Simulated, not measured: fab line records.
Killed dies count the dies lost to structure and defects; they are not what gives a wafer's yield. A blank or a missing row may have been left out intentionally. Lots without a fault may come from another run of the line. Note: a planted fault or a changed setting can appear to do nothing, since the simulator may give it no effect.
fab line records	flow n5Finfet	part 1 of 2: steps 1 to 4 of 6
record: lots: 23	wafers: 69	lastDay: 18
route steps=1938 shown BEOL_M6@1195 BEOL_M7@1283
lots with no fault: from the same line, run without faults
startH: hours from the record's opening day to when the first of the lot's shown wafers began	waitH: time in hours since the lot's previous step	" the same as in the row above	L1.1+2: several wafers, shown together as one row	- no value, or no start was given	* or withheld: withheld	< > ~ a bound
route shown NAME@n: a module of which the file shows steps, and the number in the route of the first	usual: mean/standard deviation of fault-free wafers	same: alike in all rows	chamber/n: place in a boat	sites: the reading at each site	_std_site: the standard deviation of these	_edge_site: outer sites' mean less inner sites'	radiusMm: how far each site lies from the wafer's centre	mask NAME#n: copy n	behind: the last tool/chamber to shape the wafer	hold: reason for holding the lot/hours on hold/outcome of the hold	device: whichever transistor did not switch (one of n, p or np)	end of line: the tests these same wafers got at the end of their route	a step without rows: its recipe alone	killed: dies that structure and defects cost at the first sort, which is not the same as the wafer's yield	map: a wafer's dies, x killed, . not, _ none there
set.NAME: the setting that was run; set.NAME@STEP: the one run at that earlier step	model.NAME: the simulator's own value behind a step, which no gauge read
a sample of lots followed through the steps of the route, with each step as a table and each wafer as a row
services: when a tool's chamber went out of use (startH, in hours from the record's first day, below 0 if earlier), for how many hours, and the reason
== steps ==
step: N5_BEOL_M6_CURE_74
recipe: tempC: 385	timeS: 240	ambient: He/Ar	material: SiCOH_lowk
usual: lampPowerPct: 52.31/0.06	wafer_temp_C_max: 386.8/0.56
lot.wafer	tool	chamber	startH	waitH	lampPowerPct	wafer_temp_C_max
L074.2	uvCure-03	0	197.15	0.1	52.30	387.2
L074.5	"	0	"	"	52.33	386.8
L074.6	"	0	"	"	52.37	386.8
L076.3	uvCure-03	2	203.91	0.6	52.33	386.5
L076.5	"	2	"	"	52.25	386.3
L076.6	"	2	"	"	52.38	386.5
L077.1	uvCure-02	0	204.16	0.0	52.35	386.9
L077.3	"	0	"	"	52.33	387.1
L077.6	"	0	"	"	52.35	387.0
L075.1	uvCure-03	1	207.07	1.0	52.45	386.1
L075.2	"	1	"	"	52.28	387.1
L075.6	"	1	"	"	52.42	386.5
L079.1	uvCure-02	0	212.68	0.1	52.28	386.9
L079.4	"	0	"	"	52.43	387.0
L079.5	"	0	"	"	52.29	386.9
L080.3	uvCure-03	0	213.56	0.2	52.30	387.7
L080.4	"	0	"	"	52.25	387.3
L080.5	"	0	"	"	52.31	386.9
L078.1	uvCure-02	1	213.64	0.2	52.38	386.6
L078.2	"	1	"	"	52.21	386.5
L078.6	"	1	"	"	52.34	386.6
L081.1	uvCure-01	1	236.67	0.1	52.22	387.8
L081.2	"	1	"	"	52.33	388.4
L081.5	"	1	"	"	52.30	388.3
L084.1	uvCure-01	0	242.41	0.0	52.32	387.0
L084.3	"	0	"	"	52.36	387.1
L084.5	"	0	"	"	52.21	387.0
L082.2	uvCure-03	2	244.69	0.1	52.28	386.3
L082.5	"	2	"	"	52.32	386.2
L082.6	"	2	"	"	52.33	386.6
L086.3	uvCure-02	1	270.00	0.2	52.35	386.3
L086.5	"	1	"	"	52.30	386.8
L086.6	"	1	"	"	52.25	387.0
L088.2	uvCure-01	1	270.49	0.3	52.28	387.9
L088.3	"	1	"	"	52.32	387.1
L088.6	"	1	"	"	52.24	387.2
L087.2	uvCure-03	2	271.88	0.1	52.24	386.3
L087.4	"	2	"	"	52.32	386.9
L087.5	"	2	"	"	52.33	387.2
L085.3	uvCure-03	1	275.20	0.2	52.36	386.9
L085.4	"	1	"	"	52.34	386.4
L085.5	"	1	"	"	52.33	386.3
L090.1	uvCure-01	2	276.71	0.0	52.39	386.2
L090.2	"	2	"	"	52.29	386.1
L090.3	"	2	"	"	52.27	386.2
L089.1	uvCure-03	0	281.51	0.0	52.24	387.5
L089.3	"	0	"	"	52.34	387.2
L089.4	"	0	"	"	52.25	387.6
L092.2	uvCure-02	1	286.87	0.1	52.35	386.9
L092.4	"	1	"	"	52.36	386.8
L092.5	"	1	"	"	52.37	386.5
L091.2	uvCure-01	1	296.15	0.1	52.32	387.0
L091.4	"	1	"	"	52.22	388.3
L091.6	"	1	"	"	52.30	387.0
L095.4	uvCure-02	2	310.62	0.3	52.35	386.2
L095.5	"	2	"	"	52.33	386.1
L095.6	"	2	"	"	52.30	385.9
L093.2	uvCure-01	1	310.71	0.1	52.29	387.0
L093.3	"	1	"	"	52.33	387.4
L093.4	"	1	"	"	52.28	387.5
L094.3	uvCure-03	2	311.32	0.2	52.20	387.1
L094.4	"	2	"	"	52.29	387.6
L094.6	"	2	"	"	52.27	387.1
L096.2	uvCure-02	2	325.78	0.1	52.38	386.2
L096.3	"	2	"	"	52.32	385.7
L096.5	"	2	"	"	52.36	386.3
L097.1	uvCure-01	2	344.34	0.0	52.32	386.3
L097.4	"	2	"	"	52.25	386.4
L097.5	"	2	"	"	52.27	385.9
step: N5_BEOL_M6_PECVD_70
recipe: material: SiO2	targetThkA: 200	tempC: 400	precursor: TEOS/O2	pressureTorr: 5.5	rfW: 450	teosFlowSccm: 53.8	gas: O2	flowSccm: 3000	timeS: 22.7
usual: chamberPressureTorr: 5.499/0.011	heaterPowerW: 693/67	rfFwdPowerW: 444.7/2	showerheadPlenumPTorr: 8.78/0.052	showerheadVppV: 1354/94	throttleValvePct: 22.3/1.1
lot.wafer	tool	chamber	startH	waitH	chamberPressureTorr	heaterPowerW	rfFwdPowerW	showerheadPlenumPTorr	showerheadVppV	throttleValvePct
L074.2	pecvd-04	1	197.62	0.0	5.494	743	443.8	8.70	1304	21.6
L074.5	"	1	"	"	5.490	737	444.2	8.71	1304	21.3
L074.6	"	0	"	"	5.497	678	446.9	8.84	1195	21.8
L076.3	pecvd-04	1	204.32	0.1	5.494	719	445.0	8.71	1306	21.5
L076.5	"	0	"	"	5.514	704	448.3	8.84	1174	22.1
L076.6	"	1	"	"	5.490	598	445.4	8.68	1281	21.5
L077.1	pecvd-02	2	206.15	0.0	5.494	779	443.1	8.76	1416	22.7
L077.3	"	0	"	"	5.500	567	444.4	8.83	1311	24.3
L077.6	"	2	"	"	5.498	771	445.0	8.76	1424	22.7
L075.1	pecvd-04	0	207.64	0.0	5.509	705	448.7	8.86	1177	22.0
L075.2	"	1	"	"	5.518	736	445.2	8.69	1306	21.2
L075.6	"	1	"	"	5.512	728	440.4	8.73	1302	21.2
L079.1	pecvd-04	1	213.71	0.0	5.497	576	445.4	8.70	1296	21.1
L079.4	"	0	"	"	5.492	776	448.3	8.84	1180	21.8
L079.5	"	2	"	"	5.512	590	444.7	8.72	1373	20.5
L080.3	pecvd-02	1	213.94	0.0	5.519	727	446.2	8.73	1474	22.0
L080.4	"	1	"	"	5.502	719	447.9	8.74	1479	22.0
L080.5	"	0	"	"	5.508	624	443.5	8.83	1318	24.2
L078.1	pecvd-03	1	214.67	0.0	5.489	789	446.3	8.80	1306	23.7
L078.2	"	2	"	"	5.507	756	442.1	8.82	1487	22.9
L078.6	"	2	"	"	5.490	737	443.5	8.83	1480	23.0
L081.1	pecvd-04	2	237.22	0.0	5.493	583	444.6	8.75	1388	20.4
L081.2	"	0	"	"	5.482	744	447.1	8.85	1189	22.4
L081.5	"	2	"	"	5.506	603	445.1	8.72	1389	20.3
L084.1	pecvd-02	0	242.96	0.0	5.498	617	440.9	8.85	1317	24.0
L084.3	"	2	"	"	5.487	688	443.7	8.74	1396	22.7
L084.5	"	1	"	"	5.504	771	446.1	8.75	1459	22.4
L082.2	pecvd-03	1	245.16	0.0	5.525	780	444.6	8.79	1310	23.5
L082.5	"	2	"	"	5.491	745	442.0	8.78	1484	20.7
L082.6	"	1	"	"	5.492	791	444.1	8.80	1286	23.5
L086.3	pecvd-04	1	270.39	0.0	5.491	598	445.4	8.70	1319	21.4
L086.5	"	1	"	"	5.479	599	442.9	8.71	1308	21.1
L086.6	"	0	"	"	5.498	727	446.9	8.86	1166	22.0
L088.2	pecvd-03	0	271.36	0.0	5.501	707	444.4	8.87	1409	22.0
L088.3	"	2	"	"	5.505	745	442.7	8.80	1473	20.3
L088.6	"	1	"	"	5.499	684	443.3	8.81	1305	23.6
L087.2	pecvd-02	1	272.35	0.0	5.485	724	446.6	8.75	1462	22.4
L087.4	"	0	"	"	5.502	651	443.4	8.84	1322	24.3
L087.5	"	2	"	"	5.497	756	444.7	8.75	1379	22.6
L085.3	pecvd-03	2	275.59	0.0	5.510	702	442.2	8.80	1477	20.7
L085.4	"	1	"	"	5.480	687	444.2	8.80	1285	23.6
L085.5	"	2	"	"	5.480	720	441.1	8.80	1508	20.6
L090.1	pecvd-02	0	277.26	0.0	5.486	534	443.1	8.83	1315	24.2
L090.2	"	2	"	"	5.495	626	442.1	8.73	1388	23.0
L090.3	"	1	"	"	5.507	776	448.2	8.76	1446	22.4
L089.1	pecvd-02	2	282.06	0.0	5.505	735	445.2	8.75	1401	22.9
L089.3	"	0	"	"	5.503	612	443.2	8.85	1287	24.2
L089.4	"	0	"	"	5.490	617	443.5	8.81	1316	24.0
L092.2	pecvd-02	2	287.34	0.0	5.489	628	445.5	8.75	1378	22.7
L092.4	"	2	"	"	5.504	637	444.8	8.78	1404	22.9
L092.5	"	1	"	"	5.499	744	446.6	8.75	1458	22.2
L091.2	pecvd-04	0	296.62	0.0	5.504	760	446.4	8.85	1172	22.4
L091.4	"	0	"	"	5.497	760	446.2	8.82	1180	22.2
L091.6	"	1	"	"	5.485	613	444.9	8.71	1303	21.4
L095.4	pecvd-03	0	310.95	0.1	5.488	688	443.2	8.85	1405	22.2
L095.5	"	1	"	"	5.510	782	445.3	8.79	1305	23.4
L095.6	"	2	"	"	5.502	705	444.5	8.80	1522	20.8
L093.2	pecvd-02	1	311.18	0.0	5.496	765	446.0	8.72	1453	22.4
L093.3	"	0	"	"	5.510	579	445.2	8.83	1330	24.2
L093.4	"	2	"	"	5.493	757	444.0	8.73	1378	22.7
L094.3	pecvd-03	1	311.71	0.0	5.502	763	445.4	8.80	1303	23.6
L094.4	"	2	"	"	5.493	670	441.3	8.79	1487	20.8
L094.6	"	0	"	"	5.507	670	439.3	8.85	1426	22.2
L096.2	pecvd-04	0	326.25	0.0	5.508	837	449.1	8.85	1203	22.2
L096.3	"	2	"	"	5.493	665	442.8	8.72	1386	20.7
L096.5	"	1	"	"	5.468	608	446.8	8.72	1310	21.3
L097.1	pecvd-03	0	344.89	0.0	5.502	683	446.6	8.84	1412	22.0
L097.4	"	2	"	"	5.515	777	443.5	8.80	1476	21.1
L097.5	"	0	"	"	5.497	665	443.4	8.86	1403	22.1
step: N5_BEOL_M6_HM_OPEN_17
recipe: chemistry: Cl2/BCl3	targetDepthA: 200	overetchA: 60	target: TiN	maskMaterial: SOC	ionEnergyEv: 150	pressureMtorr: 10	icpW: 1000	biasW: 126	Cl2_flow_sccm: 53.25	bcl3FlowSccm: 21.75	Ar_flow_sccm: 25
usual: drypumpMotorCurrentA: 6.1/0.34	heBacksideLeakSccm: 3.4/0.34	oesProductAu: 0.64/0.092	rfFwdPowerW: 993/3.2	throttleValvePct: 22.15/0.27
lot.wafer	tool	chamber	startH	waitH	drypumpMotorCurrentA	heBacksideLeakSccm	oesProductAu	rfFwdPowerW	rfHoursCounterH	throttleValvePct
L074.2	rieMetal-02	1	198.51	0.0	5.9	3.4	0.72	996	17	22.16
L074.5	"	1	"	"	5.9	3.5	0.72	991	-	22.16
L074.6	"	0	"	"	5.9	3.3	0.53	994	-	22.48
L076.3	rieMetal-01	1	205.61	0.1	6.3	3.5	0.71	992	-	21.71
L076.5	"	1	"	"	6.3	3.6	0.70	996	-	21.72
L076.6	"	0	"	"	6.3	3.4	0.57	995	-	22.24
L077.1	rieMetal-02	0	208.32	0.0	6.0	3.3	0.54	992	120	22.48
L077.3	"	1	"	"	6.0	3.6	0.72	993	-	22.16
L077.6	"	0	"	"	5.9	3.1	0.53	990	-	22.46
L075.1	rieMetal-02	0	208.58	0.0	5.9	3.4	0.54	989	121	22.47
L075.2	"	1	"	"	5.9	6.0	0.72	997	18	22.16
L075.6	"	0	"	"	5.9	3.3	0.54	985	-	22.47
L079.1	rieMetal-02	0	216.10	0.0	5.9	3.2	0.54	992	121	22.47
L079.4	"	0	"	"	5.9	3.2	0.54	990	-	22.47
L079.5	"	0	"	"	5.9	3.3	0.54	987	-	22.47
L080.3	rieMetal-02	1	216.45	0.1	6.0	3.5	0.72	993	-	22.17
L080.4	"	0	"	"	5.9	3.4	0.54	992	-	22.48
L080.5	"	1	"	"	5.9	3.4	0.72	993	-	22.15
L078.1	rieMetal-02	1	216.68	0.0	5.9	3.4	0.71	995	18	22.17
L078.2	"	0	"	"	5.9	3.2	0.54	991	121	22.47
L078.6	"	0	"	"	5.9	3.1	0.54	995	-	22.47
L081.1	rieMetal-03	1	242.12	0.0	6.4	3.5	0.62	996	64	22.41
L081.2	"	0	"	"	5.3	3.6	0.54	997	115	21.94
L081.5	"	1	"	"	6.5	3.5	0.61	994	-	22.43
L084.1	rieMetal-03	1	244.64	0.0	6.4	3.3	0.61	992	64	22.43
L084.3	"	1	"	"	6.4	3.3	0.61	994	-	22.41
L084.5	"	0	"	"	5.3	3.6	0.54	992	-	21.92
L082.2	rieMetal-01	0	247.70	0.0	6.3	3.3	0.57	995	103	22.23
L082.5	"	1	"	"	6.3	3.6	0.70	994	-	21.70
L082.6	"	0	"	"	6.3	3.1	0.57	996	-	22.26
L086.3	rieMetal-02	1	271.61	0.1	6.0	3.3	0.71	997	-	22.18
L086.5	"	0	"	"	5.9	3.3	0.83	988	-	22.10
L086.6	"	1	"	"	5.9	3.4	0.71	996	-	22.17
L088.2	rieMetal-01	0	274.67	0.0	6.3	3.3	0.57	993	105	22.26
L088.3	"	1	"	"	6.3	3.4	0.70	994	-	21.72
L088.6	"	0	"	"	6.3	3.0	0.57	991	-	22.24
L087.2	rieMetal-02	0	275.35	0.0	5.9	3.1	0.84	993	2	22.10
L087.4	"	0	"	"	5.9	3.2	0.83	988	-	22.10
L087.5	"	1	"	"	6.0	3.2	0.71	996	-	22.17
L085.3	rieMetal-01	1	276.92	0.1	6.3	3.3	0.69	999	-	21.72
L085.4	"	0	"	"	6.2	3.1	0.56	991	-	22.26
L085.5	"	0	"	"	6.3	3.3	0.56	990	-	22.26
L090.1	rieMetal-01	1	278.63	0.0	6.3	3.4	0.70	996	29	21.73
L090.2	"	0	"	"	6.3	3.5	0.56	994	105	22.25
L090.3	"	1	"	"	6.3	3.3	0.70	997	-	21.74
L089.1	rieMetal-01	0	285.81	0.0	6.3	3.4	0.57	986	106	22.23
L089.3	"	1	"	"	6.3	3.5	0.69	997	-	21.72
L089.4	"	0	"	"	6.3	3.2	0.56	991	-	22.25
L092.2	rieMetal-03	0	289.29	0.0	5.3	3.6	0.54	992	118	21.95
L092.4	"	1	"	"	6.4	3.4	0.60	992	-	22.43
L092.5	"	1	"	"	6.4	3.1	0.60	992	-	22.44
L091.2	rieMetal-02	1	297.93	0.0	6.0	3.5	0.70	993	25	22.17
L091.4	"	1	"	"	6.0	3.4	0.71	992	-	22.17
L091.6	"	1	"	"	5.9	3.5	0.70	988	-	22.17
L095.4	rieMetal-01	0	313.39	0.1	6.3	3.4	0.56	990	-	22.26
L095.5	"	1	"	"	6.3	3.5	0.68	996	-	21.73
L095.6	"	0	"	"	6.3	3.2	0.56	992	-	22.25
L093.2	rieMetal-03	1	313.64	0.1	6.4	3.4	0.60	996	-	22.43
L093.3	"	1	"	"	6.4	3.5	0.60	994	-	22.45
L093.4	"	1	"	"	6.4	3.5	0.60	995	-	22.44
L094.3	rieMetal-01	0	314.46	0.1	6.2	6.0	0.56	990	-	22.27
L094.4	"	1	"	"	6.3	3.4	0.69	996	-	21.72
L094.6	"	1	"	"	6.3	3.5	0.69	996	-	21.74
L096.2	rieMetal-03	1	328.82	0.0	6.4	3.5	0.59	997	73	22.46
L096.3	"	1	"	"	6.4	3.5	0.60	992	-	22.42
L096.5	"	0	"	"	5.3	3.5	0.84	992	-	21.67
L097.1	rieMetal-03	0	349.13	0.0	5.3	3.4	0.81	993	2	21.67
L097.4	"	0	"	"	5.3	3.4	0.80	994	-	21.69
L097.5	"	1	"	"	6.4	3.6	0.60	994	-	22.43
step: N5_BEOL_M6_STRIP_19
recipe: chemistry: O2	powerW: 400	tempC: 40	pressureMtorr: 30	rfFrequencyHz: 6e+07	biasPowerW: 0	overashFraction: 0.2	o2FlowSccm: 225
usual: drypumpMotorCurrentA: 5.8/0.58	oesProductAu: 0.79/0.091	rfVppV: 3.8/0.64	showerheadPlenumPTorr: 2.07/0.076	throttleValvePct: 16.64/0.26
lot.wafer	tool	chamber	startH	waitH	drypumpMotorCurrentA	oesProductAu	rfHoursCounterH	rfVppV	showerheadPlenumPTorr	throttleValvePct
L074.2	rieDiel-06	2	198.62	0.1	5.3	0.82	73	4.4	2.02	16.28
L074.5	"	2	"	"	5.3	0.82	-	3.1	2.02	16.29
L074.6	"	1	"	"	5.8	0.98	-	5.0	2.16	16.38
L076.3	rieDiel-06	2	205.69	0.1	5.3	0.82	76	4.1	2.02	16.32
L076.5	"	0	"	"	6.4	0.72	-	3.1	2.01	16.94
L076.6	"	2	"	"	5.2	0.82	-	4.2	2.02	16.32
L077.1	rieDiel-05	0	208.43	0.1	5.3	0.66	234	4.2	2.17	16.86
L077.3	"	1	"	"	6.0	0.82	76	4.3	2.05	16.80
L077.6	"	3	"	"	6.7	0.72	-	3.4	1.98	16.83
L075.1	rieDiel-06	2	208.69	0.1	5.3	0.81	78	3.3	2.02	16.31
L075.2	"	0	"	"	6.5	0.72	174	3.9	2.01	16.95
L075.6	"	3	"	"	4.8	0.75	-	3.0	2.01	16.59
L079.1	rieDiel-01	2	216.38	0.3	6.7	0.75	184	3.8	2.11	16.76
L079.4	"	2	"	"	6.7	0.74	-	3.4	2.11	16.75
L079.5	"	0	"	"	6.2	0.94	-	3.8	2.23	16.18
L080.3	rieDiel-05	1	216.66	0.2	6.0	0.82	79	2.9	2.05	16.79
L080.4	"	3	"	"	6.7	0.71	217	3.2	1.98	16.84
L080.5	"	3	"	"	6.7	0.71	-	3.9	1.98	16.83
L078.1	rieDiel-05	3	216.82	0.1	6.7	0.71	217	3.9	1.98	16.83
L078.2	"	1	"	"	5.9	0.82	79	4.3	2.05	16.80
L078.6	"	0	"	"	5.2	0.66	-	3.1	2.17	16.87
L081.1	rieDiel-05	0	242.23	0.1	5.3	0.67	248	4.4	2.16	16.87
L081.2	"	1	"	"	6.0	0.81	90	3.7	2.05	16.80
L081.5	"	1	"	"	6.0	0.81	-	3.6	2.04	16.80
L084.1	rieDiel-06	0	244.76	0.1	6.4	0.71	181	4.1	2.01	16.93
L084.3	"	3	"	"	4.8	0.73	160	4.3	2.00	16.58
L084.5	"	1	"	"	5.8	0.93	-	3.3	2.15	16.36
L082.2	rieDiel-05	1	247.88	0.1	6.0	0.80	93	3.6	2.04	16.83
L082.5	"	1	"	"	6.0	0.81	-	4.8	2.04	16.82
L082.6	"	3	"	"	6.7	0.71	-	3.8	1.97	16.86
L086.3	rieDiel-06	3	271.69	0.1	4.8	0.73	170	3.5	2.00	16.64
L086.5	"	1	"	"	5.8	0.90	-	3.9	2.15	16.41
L086.6	"	0	"	"	6.4	0.71	-	4.3	2.01	16.97
L088.2	rieDiel-01	0	275.03	0.3	6.2	0.90	39	3.1	2.22	16.21
L088.3	"	1	"	"	5.3	0.70	207	3.6	2.07	16.94
L088.6	"	0	"	"	6.2	0.90	-	2.8	2.22	16.20
L087.2	rieDiel-06	3	275.49	0.1	4.8	0.73	171	3.9	2.00	16.60
L087.4	"	1	"	"	5.8	0.90	22	2.3	2.15	16.41
L087.5	"	0	"	"	6.4	0.70	-	4.6	2.01	16.98
L085.3	rieDiel-01	3	277.57	0.6	5.9	0.92	19	3.4	2.13	16.28
L085.4	"	1	"	"	5.2	0.70	208	3.8	2.07	16.97
L085.5	"	0	"	"	6.2	0.90	-	2.8	2.22	16.21
L090.1	rieDiel-06	2	279.13	0.5	5.3	0.79	98	4.0	2.01	16.35
L090.2	"	0	"	"	6.4	0.69	193	3.9	2.01	16.98
L090.3	"	1	"	"	5.8	0.90	23	5.0	2.15	16.39
L089.1	rieDiel-01	3	286.08	0.2	5.9	0.91	23	3.9	2.13	16.30
L089.3	"	2	"	"	6.7	0.72	211	3.8	2.10	16.79
L089.4	"	1	"	"	5.3	0.70	212	3.9	2.06	16.95
L092.2	rieDiel-05	3	289.40	0.1	6.7	0.69	243	3.2	1.97	16.88
L092.4	"	0	"	"	5.2	1.00	0	3.8	2.16	16.39
L092.5	"	2	"	"	5.6	0.76	-	3.8	2.10	16.72
L091.2	rieDiel-05	1	298.07	0.1	5.9	0.79	108	3.4	2.04	16.84
L091.4	"	3	"	"	6.7	0.70	-	4.5	1.97	16.90
L091.6	"	1	"	"	5.9	0.79	-	3.5	2.04	16.85
L095.4	rieDiel-05	3	313.65	0.2	6.7	0.69	250	3.8	1.96	16.90
L095.5	"	1	"	"	5.9	0.79	-	3.5	2.04	16.86
L095.6	"	0	"	"	5.3	0.96	-	4.3	2.16	16.41
L093.2	rieDiel-06	3	313.81	0.1	4.8	0.71	185	3.0	1.99	16.64
L093.3	"	2	"	"	5.3	0.79	110	3.5	2.01	16.39
L093.4	"	1	"	"	5.8	0.89	37	4.1	2.15	16.41
L094.3	rieDiel-01	2	314.67	0.2	6.7	0.72	220	3.8	2.09	16.81
L094.4	"	3	"	"	5.9	0.89	33	4.1	2.12	16.33
L094.6	"	3	"	"	5.9	0.90	-	3.6	2.12	16.30
L096.2	rieDiel-05	2	329.06	0.2	5.6	0.75	174	3.4	2.10	16.74
L096.3	"	0	"	"	5.3	0.93	14	3.0	2.15	16.43
L096.5	"	1	"	"	6.0	0.78	-	3.8	2.03	16.89
L097.1	rieDiel-06	2	349.24	0.1	5.3	0.76	124	3.6	2.01	16.41
L097.4	"	3	"	"	4.8	0.71	197	4.3	1.99	16.66
L097.5	"	3	"	"	4.8	0.70	-	3.0	1.99	16.68
